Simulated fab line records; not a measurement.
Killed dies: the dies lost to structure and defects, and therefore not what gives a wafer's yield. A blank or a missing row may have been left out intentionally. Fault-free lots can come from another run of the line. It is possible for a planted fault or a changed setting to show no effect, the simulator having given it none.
Which tool did it? ; flow nand_harc ; 18 wafers from 6 lots sampled at 5 of the route's 1302 steps

## WHAT THE GAUGES READ, wafer by wafer
NHARC_END_SORT_01.
lot;measured;on;killed_at_periphery
L320;day 27 23:50;prober-02;75 32 74
L326;day 30 04:41;prober-02;5 6 6

## WHAT TOOL EACH LOT RAN ON (gives the tool, then ch and the chambers of the sampled wafers, and finally the start)
lot;NHARC_P_BONDPAD_PVD_27;NHARC_THIN_TSV_DEP_47;NHARC_THIN_TSV_STRIP_62;NHARC_THIN_TSV_DEGAS_53
L318;pvd_sputter-02, day 9 11:13;pecvd-02 ch 0,1, day 26 08:25;plasma_asher-01 ch 0,1, day 26 09:10;pvd_sputter-01, day 26 11:22
L320;pvd_sputter-02, day 10 12:37;pecvd-02 ch 0,1, day 27 10:46;plasma_asher-02 ch 0,1, day 27 11:35;pvd_sputter-01, day 27 13:45
L324;pvd_sputter-01, day 11 23:41;pecvd-04 ch 1,2, day 29 00:12;plasma_asher-01 ch 0,1, day 29 01:00;pvd_sputter-02, day 29 03:07
L326;pvd_sputter-01, day 12 19:52;pecvd-02 ch 0,1,2, day 29 16:58;plasma_asher-01 ch 0,1, day 29 17:41;pvd_sputter-02, day 29 19:50
L328;pvd_sputter-01, day 13 18:01;pecvd-04 ch 0,1,2, day 30 09:32;plasma_asher-01 ch 0,1, day 30 10:19;pvd_sputter-02, day 30 12:26
L330;pvd_sputter-03, day 14 09:39;pecvd-02 ch 0,1,2, day 31 08:27;plasma_asher-02 ch 0,1, day 31 09:07;pvd_sputter-01, day 31 11:15
- NHARC_P_BONDPAD_PVD_27: deposits Cu, target thk 30 nm, time 20.49 s.
- NHARC_THIN_TSV_DEP_47: deposits SiO2, target thk 200 nm.
- NHARC_THIN_TSV_STRIP_62: strips in N2/H2, time 20 s.
- NHARC_THIN_TSV_DEGAS_53: time 60 s.

## THE ANSWER, worked out from the rows above alone
Rule: the lots themselves supply what counts as usual. Put in order of their means at a reading, lots are off if they are a third of the lots or fewer, leave a main group of 4 or more, and stand apart from it by a gap of 3 or more times the standard deviation of the main group's means; of several such gaps the widest counts. A main group is skipped when, at the precision printed for the reading in the tables above, its means are all equal. A lot without any number at a reading at which 4 lots or more have one is off too. All remaining lots with rows at the step are treated as sound.
Across all readings shown, no lot is off: no conclusion can be drawn from this.

## WHAT THE SIMULATOR HAD INSERTED
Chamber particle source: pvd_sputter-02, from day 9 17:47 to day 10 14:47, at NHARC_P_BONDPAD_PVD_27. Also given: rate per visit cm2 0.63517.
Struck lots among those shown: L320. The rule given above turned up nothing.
